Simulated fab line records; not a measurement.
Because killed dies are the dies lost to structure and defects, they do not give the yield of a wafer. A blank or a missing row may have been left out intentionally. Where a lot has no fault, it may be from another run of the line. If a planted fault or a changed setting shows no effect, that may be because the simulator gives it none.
What tool caused it? + flow n5_finfet + Sampling: 12 lots, 33 wafers, 4 of 1938 route steps

## WHAT EACH GAUGE READ, for each wafer
Not one reading of a measure or inspect step in the record can be checked against a usual standard deviation.

## WHAT TOOL EACH LOT RAN ON (gives the tool, then ch and the chambers of the sampled wafers, and finally the start)
| lot  | N5_HKMG_FIN_PWFM_ALD_03             | N5_HKMG_FIN_DESCUM_17             | N5_HKMG_FIN_ALD_91                  | N5_HKMG_FIN_STRIP_69                 |
|------|-------------------------------------|-----------------------------------|-------------------------------------|--------------------------------------|
| L314 | ald_metal-04 ch 0,3, day 4 05:35    | rie_diel-01 ch 0,2,3, day 4 06:23 | ald_metal-03 ch 1,2, day 4 07:22    | plasma_asher-01 ch 0,1, day 4 09:08  |
| L315 | ald_metal-02 ch 1,3, day 4 08:01    | rie_diel-01 ch 0,2,3, day 4 08:50 | ald_metal-02 ch 0,3, day 4 09:49    | plasma_asher-01 ch 0,1, day 4 11:46  |
| L316 | ald_metal-04 ch 0,1,2, day 4 15:35  | rie_diel-04 ch 1,2, day 4 16:30   | ald_metal-04 ch 0,3, day 4 17:29    | plasma_asher-01 ch 0,1, day 4 19:15  |
| L317 | ald_metal-02 ch 0,2,3, day 4 20:25  | rie_diel-04 ch 1,2, day 4 21:13   | ald_metal-04 ch 0,1,3, day 4 22:12  | plasma_asher-02 ch 0,1, day 5 00:35  |
| L319 | ald_metal-04 ch 1, day 5 08:16      | rie_diel-04 ch 3, day 5 09:15     | ald_metal-04 ch 1,2, day 5 10:14    | plasma_asher-02 ch 1, day 5 12:00    |
| L320 | ald_metal-04 ch 2,3, day 5 13:23    | rie_diel-01 ch 1,2, day 5 14:19   | ald_metal-02 ch 0,2, day 5 15:17    | plasma_asher-01 ch 1, day 5 17:14    |
| L323 | ald_metal-03 ch 0,2,3, day 6 09:29  | rie_diel-01 ch 0,1,3, day 6 10:17 | ald_metal-04 ch 0,2,3, day 6 11:17  | plasma_asher-01 ch 0,1, day 6 13:03  |
| L325 | ald_metal-02 ch 0,1,3, day 6 19:56  | rie_diel-01 ch 0,1,2, day 6 20:44 | ald_metal-04 ch 0,1,2, day 6 21:43  | plasma_asher-02 ch 0,1, day 6 23:41  |
| L326 | ald_metal-04 ch 0,2, day 7 01:46    | rie_diel-02 ch 0,1, day 7 02:34   | ald_metal-04 ch 1,3, day 7 03:33    | plasma_asher-01 ch 0,1, day 7 05:19  |
| L333 | ald_metal-04 ch 1,2,3, day 8 19:09  | rie_diel-02 ch 0,2, day 8 19:59   | ald_metal-04 ch 0,2,3, day 8 20:58  | plasma_asher-01 ch 0,1, day 8 22:46  |
| L336 | ald_metal-02 ch 0,1, day 9 13:46    | rie_diel-02 ch 1,2, day 9 14:41   | ald_metal-02 ch 0,2,3, day 9 15:40  | plasma_asher-01 ch 0,1, day 9 17:37  |
| L337 | ald_metal-03 ch 0,1,2, day 10 02:09 | rie_diel-01 ch 1,3, day 10 03:15  | ald_metal-03 ch 0,2,3, day 10 04:14 | plasma_asher-02 ch 0,1, day 10 06:02 |
- N5_HKMG_FIN_PWFM_ALD_03: deposits TiN, target thk 2 nm, pulse time 1 s, purge time 3 s.
- N5_HKMG_FIN_DESCUM_17: chemistry O2, time 7.9 s.
- N5_HKMG_FIN_ALD_91: deposits TiN, target thk 1 nm, pulse time 1 s, purge time 3 s.
- N5_HKMG_FIN_STRIP_69: strips in N2/H2, time 360 s.

## WHAT THE TOOLS THEMSELVES READ (means of the sampled wafers that have a number; where no wafer has one, the mark that the record gives instead)
N5_HKMG_FIN_PWFM_ALD_03.
| lot  | tool         | heater_power_w (W) | precursor_pulse_height_rel |
|------|--------------|--------------------|----------------------------|
| L314 | ald_metal-04 | 802                | 0.995                      |
| L315 | ald_metal-02 | 833                | 0.999                      |
| L316 | ald_metal-04 | 991                | 0.980                      |
| L317 | ald_metal-02 | 807                | 0.997                      |
| L319 | ald_metal-04 | 952                | 1.010                      |
| L320 | ald_metal-04 | 890                | 1.012                      |
| L323 | ald_metal-03 | 862                | 0.989                      |
| L325 | ald_metal-02 | 857                | 0.994                      |
| L326 | ald_metal-04 | 1006               | 1.022                      |
| L333 | ald_metal-04 | 925                | 0.987                      |
| L336 | ald_metal-02 | 931                | 0.998                      |
| L337 | ald_metal-03 | 841                | 1.005                      |

N5_HKMG_FIN_DESCUM_17.
| lot  | tool        | chamber_pressure_mTorr (mTorr) | drypump_motor_current_A (A) | oes_product_au (a.u.) | rf_vpp_V (V) | showerhead_plenum_p_Torr (Torr) | throttle_valve_pct (%) |
|------|-------------|--------------------------------|-----------------------------|-----------------------|--------------|---------------------------------|------------------------|
| L314 | rie_diel-01 | 19.999                         | 5.8                         | 0.81                  | 242.8        | 2.07                            | 20.48                  |
| L315 | rie_diel-01 | 19.984                         | 5.7                         | 0.80                  | 242.1        | 2.07                            | 20.49                  |
| L316 | rie_diel-04 | 20.011                         | 5.1                         | 0.73                  | 243.8        | 2.13                            | 20.68                  |
| L317 | rie_diel-04 | 19.993                         | 5.5                         | 0.78                  | 243.3        | 2.14                            | 20.59                  |
| L319 | rie_diel-04 | 20.032                         | 5.7                         | 0.72                  | 244.1        | 2.18                            | 20.34                  |
| L320 | rie_diel-01 | 20.002                         | 5.7                         | 0.82                  | 242.1        | 2.08                            | 20.21                  |
| L323 | rie_diel-01 | 19.980                         | 5.8                         | 0.78                  | 242.2        | 2.03                            | 20.47                  |
| L325 | rie_diel-01 | 19.994                         | 5.9                         | 0.80                  | 242.5        | 2.06                            | 20.36                  |
| L326 | rie_diel-02 | 19.998                         | 5.7                         | 0.79                  | 243.2        | 2.04                            | 20.28                  |
| L333 | rie_diel-02 | 20.025                         | 6.0                         | 0.78                  | 242.8        | 2.05                            | 20.24                  |
| L336 | rie_diel-02 | 19.991                         | 5.4                         | 0.76                  | 243.8        | 2.11                            | 20.28                  |
| L337 | rie_diel-01 | 20.003                         | 5.5                         | 0.75                  | 241.7        | 2.02                            | 20.50                  |

N5_HKMG_FIN_ALD_91.
| lot  | tool         | heater_power_w (W) | precursor_pulse_height_rel |
|------|--------------|--------------------|----------------------------|
| L314 | ald_metal-03 | 818                | 0.999                      |
| L315 | ald_metal-02 | 792                | 0.992                      |
| L316 | ald_metal-04 | 809                | 1.003                      |
| L317 | ald_metal-04 | 891                | 1.012                      |
| L319 | ald_metal-04 | 1027               | 1.018                      |
| L320 | ald_metal-02 | 838                | 1.002                      |
| L323 | ald_metal-04 | 915                | 0.991                      |
| L325 | ald_metal-04 | 1002               | 0.987                      |
| L326 | ald_metal-04 | 853                | 0.988                      |
| L333 | ald_metal-04 | 905                | 0.995                      |
| L336 | ald_metal-02 | 808                | 1.007                      |
| L337 | ald_metal-03 | 871                | 1.002                      |

N5_HKMG_FIN_STRIP_69.
| lot  | tool            | drypump_motor_current_A (A) | heater_power_w (W) |
|------|-----------------|-----------------------------|--------------------|
| L314 | plasma_asher-01 | 5.9                         | 447                |
| L315 | plasma_asher-01 | 5.9                         | 457                |
| L316 | plasma_asher-01 | 6.0                         | 455                |
| L317 | plasma_asher-02 | 5.5                         | 449                |
| L319 | plasma_asher-02 | 5.5                         | 444                |
| L320 | plasma_asher-01 | 5.7                         | 440                |
| L323 | plasma_asher-01 | 6.0                         | 459                |
| L325 | plasma_asher-02 | 5.4                         | 455                |
| L326 | plasma_asher-01 | 5.9                         | 450                |
| L333 | plasma_asher-01 | 5.8                         | 443                |
| L336 | plasma_asher-01 | 5.8                         | 445                |
| L337 | plasma_asher-02 | 5.4                         | 457                |

## THE ANSWER, worked out from the rows above alone
Rule: what is usual is taken from the lots themselves. Put in order of their means at a reading, lots are off if they are a third of the lots or fewer, leave a main group of 4 or more, and stand apart from it by a gap of 3 or more times the standard deviation of the main group's means; of several such gaps the widest counts. If all means in a main group match to the digits the tables above print for the reading, that group is not used. Also off: a lot with no number at a reading for which 4 or more lots have one. Any other lot the step has rows for is counted as sound. Order of review: gauges by route order, followed by the tools' own readings, for which a lot's mean as printed above is used. The first step at which some lot is off is used, and at that step the reading that is off furthest; a lot without a number counts as furthest.
None of the lots is off at any reading shown; this tells nothing.

## WHAT THE SIMULATOR HAD PUT IN
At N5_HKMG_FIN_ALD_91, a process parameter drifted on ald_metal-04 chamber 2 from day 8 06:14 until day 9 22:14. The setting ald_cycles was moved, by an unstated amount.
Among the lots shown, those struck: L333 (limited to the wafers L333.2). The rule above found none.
